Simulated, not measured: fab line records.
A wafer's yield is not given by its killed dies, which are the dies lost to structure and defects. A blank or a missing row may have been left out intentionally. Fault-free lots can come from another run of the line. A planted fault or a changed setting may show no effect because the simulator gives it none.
Split-lot trial    flow n5_finfet    7 lots, 21 wafers read, on a route of 1938 steps

## SPLIT DETAILS
At N5_ZERO_LAYER_COAT_05 (resist thk 1000 nm), the setting spin_rpm was moved away from the recipe's 1500 rpm on 8 of the 21 wafers read, by -3.8% to +5.9%. All remaining wafers had this setting at the recipe value.

## FROM THE SPLIT TO THE READING: what the file shows between them, 4 steps
- N5_ZERO_LAYER_DEVELOP_10: develop time 60 s (also split here: develop_time_s)
- N5_ZERO_LAYER_HARDBAKE_23: time 120 s
- N5_ZERO_LAYER_DESCUM_16: chemistry O2, time 7.9 s
- N5_ZERO_LAYER_ETCH_17: etches SiO2 in CF4, target depth 12 nm, time 13.3 s

## THE READING
coat_of_ZERO_LAYER_COAT_05.thk_nm (the simulator's own value, which no gauge read), in nm, at N5_ZERO_LAYER_ETCH_18 (etches Si in HBr/Cl2, target depth 120 nm, time 40 s). The file gives no usual value for it. Average 929.0 nm, standard deviation 2 nm, over the 13 wafers here run with the recipe.

wafer   tool, chamber at the split  spin_rpm as run, rpm  against the recipe  coat_of_ZERO_LAYER_COAT_05.thk_nm, nm  against lot-mates on the recipe
L075.1  litho_track-05, 0           1500                  recipe              929                                    -
L075.3  litho_track-05, 0           1443                  -3.8%               949.2                                  +19.6
L075.6  litho_track-05, 0           1500                  recipe              930.3                                  -
L078.2  litho_track-05, 0           1500                  recipe              928                                    -
L078.3  litho_track-05, 0           1500                  recipe              930.5                                  -
L078.6  litho_track-05, 0           1576                  +5.1%               906.6                                  -22.6
L080.3  litho_track-05, 0           1500                  recipe              924.3                                  -
L080.5  litho_track-05, 0           1588                  +5.9%               898.1                                  -26.2
L080.6  litho_track-05, 0           1588                  +5.9%               895.8                                  -28.5
L081.4  litho_track-01, 0           1549                  +3.3%               915.4                                  no lot-mate on the recipe
L081.5  litho_track-01, 0           1549                  +3.3%               915.5                                  no lot-mate on the recipe
L081.6  litho_track-01, 0           1549                  +3.3%               919.3                                  no lot-mate on the recipe
L082.2  litho_track-05, 0           1589                  +5.9%               901.4                                  -26.1
L082.3  litho_track-05, 0           1500                  recipe              926.7                                  -
L082.6  litho_track-05, 0           1500                  recipe              928.2                                  -
L084.1  litho_track-02, 0           1500                  recipe              929.1                                  -
L084.3  litho_track-02, 0           1500                  recipe              928                                    -
L084.4  litho_track-02, 0           1500                  recipe              929.7                                  -
L091.2  litho_track-01, 0           1500                  recipe              929.6                                  -
L091.5  litho_track-01, 0           1500                  recipe              929.9                                  -
L091.6  litho_track-01, 0           1500                  recipe              933.3                                  -

FIT RESULTS
A straight line over all 21 wafers: coat_of_ZERO_LAYER_COAT_05.thk_nm changes by -4.9 nm for each +1% of spin_rpm; r = -0.98; the points scatter about the line by 2.7 nm.
The same after taking each lot's own level away (the mean of its wafers on the recipe; 18 wafers): -4.64 nm for each +1%; r = -1.00; scatter 1.2 nm.
According to that fit, moving spin_rpm by its largest amount changes the reading by 28 nm.
From 924.30 to 930.93 nm: that is the span of the lots' own levels, equal to 3.3 times the standard deviation above.
The two slopes are in agreement: the lot-to-lot level therefore moves the slope only a little.
Check: -27.7 nm against its lot-mates is what the line predicts for one of the wafers moved furthest among these (+5.9%) when that wafer is left out of the fit. It came out at -26.1 nm against them.

## ADDITIONAL SPLITS CARRIED BY THESE WAFERS
Note: prior to the reading, these wafers also went through further splits. Each is held against what the fit with the lots' levels taken away leaves over:
other split on the same wafers           wafers away from the commonest value  r with coat_of_ZERO_LAYER_COAT_05.thk_nm (lot level and that fit taken away)
N5_ZERO_LAYER_DEVELOP_10 develop_time_s  7                                     -0.25

## THE WHOLE CHAIN: every reading that the file lists as answering this split, in the file's order
step                    what it does                                          reading                                                                             change (the file's fit)               r (the file's)
N5_ZERO_LAYER_COAT_05   resist thk 1000 nm                                    coat_of_ZERO_LAYER_COAT_05.thk_nm (the simulator's own value, which no gauge read)  -4.66 nm for each +1% of the setting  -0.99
N5_ZERO_LAYER_ETCH_18   etches Si in HBr/Cl2, target depth 120 nm, time 40 s  coat_of_ZERO_LAYER_COAT_05.thk_nm (the simulator's own value, which no gauge read)  -4.59 nm for each +1% of the setting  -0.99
N5_ZERO_LAYER_STRIP_24  strips in O2                                          strip_time_to_endpoint_s                                                            withheld for each +1% of the setting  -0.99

## THE FILE'S OWN FIT
coat_of_ZERO_LAYER_COAT_05.thk_nm changes by -4.59 nm for each +1% of spin_rpm, r = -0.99.
